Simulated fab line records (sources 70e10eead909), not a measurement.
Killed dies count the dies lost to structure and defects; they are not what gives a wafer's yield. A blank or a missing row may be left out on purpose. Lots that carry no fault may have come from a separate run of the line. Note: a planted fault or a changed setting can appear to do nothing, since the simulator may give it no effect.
Shared-tool check :: flow nand-harc :: 39 wafers sampled across 10 lots

== REASON IT WAS OPENED ==
On 3 of the 10 lots, a flag is raised at NHARC_A_M0_CD_MEAS_09 on the reading cd-nm. Wafers without a fault read 79.7 nm, standard deviation 0.71.
Rule: a lot gets a flag if all its wafers with a number sit over 4 standard deviations from that mean, or if no wafer of it has a number. The rest of the lots are taken to be sound.

lot: L645
measured: day 23 03:03
on: cd-sem-02
cd-nm (nm), wafer by wafer: 80.1 80.6 80.4
flag: 

lot: L651
measured: day 25 08:07
on: cd-sem-01
cd-nm (nm), wafer by wafer: 80.0 79.9 80.3
flag: 

lot: L653
measured: day 26 12:11
on: cd-sem-03
cd-nm (nm), wafer by wafer: 74.1 74.7 74.1 74.1 74.6 74.1
flag: FLAGGED

lot: L655
measured: day 27 21:42
on: cd-sem-01
cd-nm (nm), wafer by wafer: 75.6 75.6 75.0 75.4 75.2 75.3
flag: FLAGGED

lot: L657
measured: day 28 08:17
on: cd-sem-01
cd-nm (nm), wafer by wafer: 76.3 75.6 76.2 76.3 75.2 76.3
flag: FLAGGED

lot: L659
measured: day 29 21:25
on: cd-sem-03
cd-nm (nm), wafer by wafer: 79.8 79.6 80.0
flag: 

lot: L660
measured: day 29 23:26
on: cd-sem-03
cd-nm (nm), wafer by wafer: 78.1 78.8 79.4
flag: 

lot: L658
measured: day 30 04:14
on: cd-sem-02
cd-nm (nm), wafer by wafer: 80.5 79.8 80.0
flag: 

lot: L664
measured: day 31 06:35
on: cd-sem-03
cd-nm (nm), wafer by wafer: 78.8 79.8 80.3
flag: 

lot: L667
measured: day 32 06:00
on: cd-sem-02
cd-nm (nm), wafer by wafer: 79.0 79.6 79.5
flag: 
The mean of the flagged lots' numbers is 75.2 nm, -4.5 nm from the usual (-6 standard deviations).

== LOT BY LOT: THE TOOL USED ==
The record holds 3 process steps before the reading, out of a route of 1302 steps. Cell contents, in order: the tool; ch with the chambers the sampled wafers went through; the start.
lot: L645
flag: 
NHARC_A_BLC_ETCH_17: rie-diel-10 ch 0,2,3, day 23 02:55 or earlier
NHARC_A_BLC_CVD_24: cvd-w-01 ch 1, day 23 02:55 or earlier
NHARC_A_M0_EXPOSE_06: arfi-scanner-02 ch 0, day 23 02:55

lot: L651
flag: 
NHARC_A_BLC_ETCH_17: rie-diel-13 ch 0,1, day 25 07:59 or earlier
NHARC_A_BLC_CVD_24: cvd-w-02 ch 0, day 25 07:59 or earlier
NHARC_A_M0_EXPOSE_06: arfi-scanner-02 ch 0, day 25 07:59

lot: L653
flag: FLAGGED
NHARC_A_BLC_ETCH_17: rie-diel-12 ch 1,3, day 26 12:03 or earlier
NHARC_A_BLC_CVD_24: cvd-w-01 ch 0,1, day 26 12:03 or earlier
NHARC_A_M0_EXPOSE_06: arfi-scanner-03 ch 0, day 26 12:03

lot: L655
flag: FLAGGED
NHARC_A_BLC_ETCH_17: rie-diel-10 ch 0,2, day 27 21:34 or earlier
NHARC_A_BLC_CVD_24: cvd-w-01 ch 0,1, day 27 21:34 or earlier
NHARC_A_M0_EXPOSE_06: arfi-scanner-03 ch 0, day 27 21:34

lot: L657
flag: FLAGGED
NHARC_A_BLC_ETCH_17: rie-diel-13 ch 1,3, day 28 08:08 or earlier
NHARC_A_BLC_CVD_24: cvd-w-01 ch 0, day 28 08:08 or earlier
NHARC_A_M0_EXPOSE_06: arfi-scanner-03 ch 0, day 28 08:08

lot: L659
flag: 
NHARC_A_BLC_ETCH_17: rie-diel-10 ch 1,3, day 29 17:14
NHARC_A_BLC_CVD_24: cvd-w-02 ch 0,1, day 29 21:17 or earlier
NHARC_A_M0_EXPOSE_06: arfi-scanner-02 ch 0, day 29 21:17

lot: L660
flag: 
NHARC_A_BLC_ETCH_17: rie-diel-10 ch 0,3, day 29 23:17 or earlier
NHARC_A_BLC_CVD_24: cvd-w-02 ch 0,1, day 29 23:17 or earlier
NHARC_A_M0_EXPOSE_06: arfi-scanner-02 ch 0, day 29 23:17

lot: L658
flag: 
NHARC_A_BLC_ETCH_17: rie-diel-12 ch 0,1, day 30 04:05 or earlier
NHARC_A_BLC_CVD_24: cvd-w-01 ch 0,1, day 30 04:05 or earlier
NHARC_A_M0_EXPOSE_06: arfi-scanner-01 ch 0, day 30 04:05

lot: L664
flag: 
NHARC_A_BLC_ETCH_17: rie-diel-10 ch 2,3, day 31 06:27 or earlier
NHARC_A_BLC_CVD_24: cvd-w-02 ch 0,1, day 31 06:27 or earlier
NHARC_A_M0_EXPOSE_06: arfi-scanner-02 ch 0, day 31 06:27

lot: L667
flag: 
NHARC_A_BLC_ETCH_17: rie-diel-13 ch 1,2,3, day 32 05:52 or earlier
NHARC_A_BLC_CVD_24: cvd-w-01 ch 0,1, day 32 05:52 or earlier
NHARC_A_M0_EXPOSE_06: arfi-scanner-01 ch 0, day 32 05:52
What is done by these steps:
- NHARC_A_BLC_ETCH_17: etches the open film in N2/H2, target depth 390 nm, time 609.38 s.
- NHARC_A_BLC_CVD_24: deposits W, target thk 150 nm, time 434 s.
- NHARC_A_M0_EXPOSE_06: exposes mask A M0, target cd 80 nm.
- NHARC_A_M0_CD_MEAS_09: target cd 80 nm.

== FLAGGED AGAINST TOTAL, ONE TOOL AT A TIME (gauges that did the reading follow at the end) ==
step: NHARC_A_BLC_ETCH_17
tool: rie-diel-10
lots run: 5
flagged: 1
share of the flagged lots: some
sound lots run after its first flagged lot: 3 (L659,L660,L664)

step: NHARC_A_BLC_ETCH_17
tool: rie-diel-12
lots run: 2
flagged: 1
share of the flagged lots: some
sound lots run after its first flagged lot: 1 (L658)

step: NHARC_A_BLC_ETCH_17
tool: rie-diel-13
lots run: 3
flagged: 1
share of the flagged lots: some
sound lots run after its first flagged lot: 1 (L667)

step: NHARC_A_BLC_CVD_24
tool: cvd-w-01
lots run: 6
flagged: 3
share of the flagged lots: all
sound lots run after its first flagged lot: 2 (L658,L667)

step: NHARC_A_BLC_CVD_24
tool: cvd-w-02
lots run: 4
flagged: 0
share of the flagged lots: none
sound lots run after its first flagged lot: -

step: NHARC_A_M0_EXPOSE_06
tool: arfi-scanner-01
lots run: 2
flagged: 0
share of the flagged lots: none
sound lots run after its first flagged lot: -

step: NHARC_A_M0_EXPOSE_06
tool: arfi-scanner-02
lots run: 5
flagged: 0
share of the flagged lots: none
sound lots run after its first flagged lot: -

step: NHARC_A_M0_EXPOSE_06
tool: arfi-scanner-03
lots run: 3
flagged: 3
share of the flagged lots: all
sound lots run after its first flagged lot: 0

step: NHARC_A_M0_CD_MEAS_09
tool: cd-sem-01
lots run: 3
flagged: 2
share of the flagged lots: some
sound lots run after its first flagged lot: 0

step: NHARC_A_M0_CD_MEAS_09
tool: cd-sem-02
lots run: 3
flagged: 0
share of the flagged lots: none
sound lots run after its first flagged lot: -

step: NHARC_A_M0_CD_MEAS_09
tool: cd-sem-03
lots run: 4
flagged: 1
share of the flagged lots: some
sound lots run after its first flagged lot: 3 (L659,L660,L664)
Because NHARC_A_BLC_ETCH_17 lacks a start for some lots, the hours and order of its lots are taken from NHARC_A_M0_EXPOSE_06. Because NHARC_A_BLC_CVD_24 lacks a start for some lots, the hours and order of its lots are taken from NHARC_A_M0_EXPOSE_06.

== WHAT THE TABLE PERMITS ==
2 rows of the table ran every flagged lot: cvd-w-01 at NHARC_A_BLC_CVD_24, arfi-scanner-03 at NHARC_A_M0_EXPOSE_06.
- cvd-w-01 at NHARC_A_BLC_CVD_24: 3 of its 6 lots flagged. After the first flagged lot (L658, L667), sound lots still ran on it; a lasting fault on the whole tool would not permit that.
- arfi-scanner-03 at NHARC_A_M0_EXPOSE_06: 3 of its 3 lots flagged. Because this sample shows no sound lot run on it before its first flagged lot, the start cannot be pinned down more closely. Its own readings lie more than 4 standard deviations out on every wafer of the flagged lots: exposure-dose-mJ-cm2.
What remains is a single tool, arfi-scanner-03 at NHARC_A_M0_EXPOSE_06.

== WHAT THE SIMULATOR HAD INSERTED ==
Process parameter drift: arfi-scanner-03, from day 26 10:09 on, at NHARC_A_M0_EXPOSE_06. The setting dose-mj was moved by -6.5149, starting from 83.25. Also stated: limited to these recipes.
Lots struck among those shown: L653, L655, L657. The rule above found the same.
